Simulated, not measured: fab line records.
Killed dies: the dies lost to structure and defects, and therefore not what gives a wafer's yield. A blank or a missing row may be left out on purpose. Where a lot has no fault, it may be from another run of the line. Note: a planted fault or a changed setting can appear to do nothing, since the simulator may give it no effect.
Code-filled problem report in 8D (eight disciplines) form / flow n5Finfet / the parts of the form that need people (team, actions taken, sign-off) are left out

## 1. WHAT IS WRONG
At N5_BEOL_M15_COAT_56, spinSpeedRpm averages 1297.8 rpm over 6 wafers from 2 lots, while fault-free wafers read 1500.1 rpm, standard deviation 0.92. So: -99 or more standard deviations from the usual mean.
The step: time 60 s, resist thk 550 nm.
The first sign was on wafer L489.1 at day 16 14:14, on lithoTrack-04. The record has a number at this step for 33 wafers belonging to 11 lots. Rule for "out", or "out of limits": more than 4 standard deviations from the usual mean. The other wafers with a number count as sound.

## 2. WHAT IT IS AND WHAT IT IS NOT
question=which readings at this step | is=spinSpeedRpm | is not=-
question=which lots | is=L489, L492 | is not=L474, L477, L478, L479, L480, L482, L484, L485, L494
question=which wafers of those lots | is=all that have a number | is not=-
question=read on which tools | is=lithoTrack-04 | is not=lithoTrack-02, lithoTrack-05
question=when | is=from day 16 14:14 | is not=up to then (24 sound wafers); but 3 sound wafers of L494 came after

## 3. SUSPECTS, AND WHAT RULES EACH OUT
Counting: any tool at a process step up to the reading is kept as a suspect provided that every lot that is out went through it and no sound lot did after the first of them.
- rieDiel-01 at N5_BEOL_M15_VIA_ETCH_16 (etches SiO2 in C4F8/O2/Ar, target depth 1792.2 nm): ruled out as a lasting fault. After its first lot that is out, L489 (day 16 13:47), sound lots L494 ran on it.
- rieDiel-01 at N5_BEOL_M15_STRIP_63 (strips in O2): ruled out as a lasting fault. After its first lot that is out, L489 (day 16 14:14), sound lots L494 ran on it. N5_BEOL_M15_STRIP_63: start missing for some lots; hours and lot order therefore follow N5_BEOL_M15_COAT_56.
- lithoTrack-04 at N5_BEOL_M15_COAT_56 (time 60 s, resist thk 550 nm): kept. Every lot that is out went through it, starting with L489 (day 16 14:14), and after that it ran no sound lot; the last sound lot it ran before then is L484 (day 15 08:22). Out on those wafers are its own readings of spinSpeedRpm.
Left after counting: lithoTrack-04 at N5_BEOL_M15_COAT_56.

## 4. THE CAUSE (what the simulator had put in)
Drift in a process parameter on lithoTrack-04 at N5_BEOL_M15_COAT_56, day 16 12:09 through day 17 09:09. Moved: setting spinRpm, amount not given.
After counting, this tool was the only one left.

## 5. SEQUENCE OF EFFECTS, ordered by route
One row per reading whose mean, taken over the struck wafers that have a number, lies over 3 standard deviations from the usual. Only readings whose record carries a usual standard deviation are examined. hours: median over the lots of the time between each lot's start at the first step of this table that gives one and its start at this step. sigmas: the change, counted in usual standard deviations.
hours=0; step=N5_BEOL_M15_COAT_56; reading=spinSpeedRpm; usual=1500.1 rpm; on struck wafers=1297.8; change=-202.3; sigmas=-99 or more
Here are the process steps it includes:
- N5_BEOL_M15_COAT_56: time 60 s, resist thk 550 nm.

## 6. HOW IT WOULD HAVE BEEN CAUGHT EARLIER
First out-of-limits reading in this record: day 16 14:14, which is 2 hours after fault onset at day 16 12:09.
